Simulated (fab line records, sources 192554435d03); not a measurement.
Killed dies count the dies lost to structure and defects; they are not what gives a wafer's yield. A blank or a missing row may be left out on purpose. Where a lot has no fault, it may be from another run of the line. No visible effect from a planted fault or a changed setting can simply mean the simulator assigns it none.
8D (eight disciplines) problem report, filled in by code || flow n5Finfet || the parts of the form that need people (team, actions taken, sign-off) are left out

## 1. THE ISSUE
Mean of cdNm at N5_BEOL_M0_SAQP_CD_MEAS_14: 39.4 nm across 2 wafers in 2 lots; on wafers with no fault it is 42.5 nm (standard deviation 0.32). That puts it -9.7 standard deviations away from the usual mean.
The step: target cd 42.5 nm.
Seen first at day 8 02:58 on cdSem-01, wafer L865.6. The record has a number at this step for 27 wafers belonging to 10 lots. By rule, "out" or "out of limits" means more than 4 standard deviations away from the usual mean. All remaining wafers that have a number are taken as sound.

## 2. WHAT IT IS, AND WHAT IT ISN'T
{"question": "which readings at this step", "is": "cdNm", "is not": "-"}
{"question": "which lots", "is": "L865, L869", "is not": "L855, L860, L862, L873, L874, L876, L877, L878"}
{"question": "which wafers of those lots", "is": "L865.6, L869.2", "is not": "L865.1, L865.5, L869.1"}
{"question": "read on which gauges", "is": "cdSem-01, cdSem-02", "is not": "cdSem-03"}
{"question": "when", "is": "from day 8 02:58", "is not": "up to then (11 sound wafers); but 14 sound wafers of L869, L873, L874, L876, L877, L878 came after"}

## 3. SUSPECTS, AND WHAT RULES EACH OUT
Counting: a tool at a process step up to the reading stays a suspect if it ran every lot that is out. Sound lots after the first of them don't rule it out here, since some wafers of a struck lot are sound.
- the gauge at N5_BEOL_M0_SAQP_CD_MEAS_14 is ruled out. The wafers that are out were read on 2 gauges (cdSem-01, cdSem-02).
- lithoTrack-04 at N5_BEOL_M0_SAQP_PEB_12 (peb time 60 s): kept. Every lot that is out went through it, the first being L865 (day 8 02:54); the last sound lot it ran before that was L862 (day 7 03:42).
Left after counting: lithoTrack-04 at N5_BEOL_M0_SAQP_PEB_12.

## 4. THE CAUSE (what the simulator had put in)
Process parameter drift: lithoTrack-04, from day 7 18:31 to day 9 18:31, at N5_BEOL_M0_SAQP_PEB_12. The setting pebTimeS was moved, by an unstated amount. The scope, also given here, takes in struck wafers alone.
Only this tool survived the counting.

## 5. SEQUENCE OF EFFECTS, ordered by route
Each row: a reading whose mean over the struck wafers that have a number lies more than 3 standard deviations from the usual. Readings are gone through only where the record gives a usual standard deviation; hours: the median, over the lots, of the time from a lot's start at the first step in this table giving one to that lot's start at this step; sigmas: the change measured in usual standard deviations.
{"hours": 0, "step": "N5_BEOL_M0_SAQP_CD_MEAS_14", "reading": "cdNm", "usual": "42.5 nm", "on struck wafers": 39.4, "change": -3.1, "sigmas": -9.7}
Later measuring or inspecting steps at which every struck wafer that the step has a row for has a number for every such reading, and none has moved that far: N5_BEOL_M4_RC_MEAS_101.

## 6. WHAT WOULD HAVE CAUGHT IT SOONER
In this record the first reading out of limits at a measuring or inspecting step was taken at day 8 02:58, 8 hours after the fault began at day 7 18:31.
Tool readings at N5_BEOL_M0_SAQP_PEB_12 with a usual standard deviation given in the record: none out on any struck wafer, hence no alarm at a limit of 4 standard deviations on them.
L869, from the lots that are out (2), started N5_BEOL_M0_SAQP_PEB_12 on lithoTrack-04 later than day 8 02:58. Putting the tool on hold at that point would have spared it.
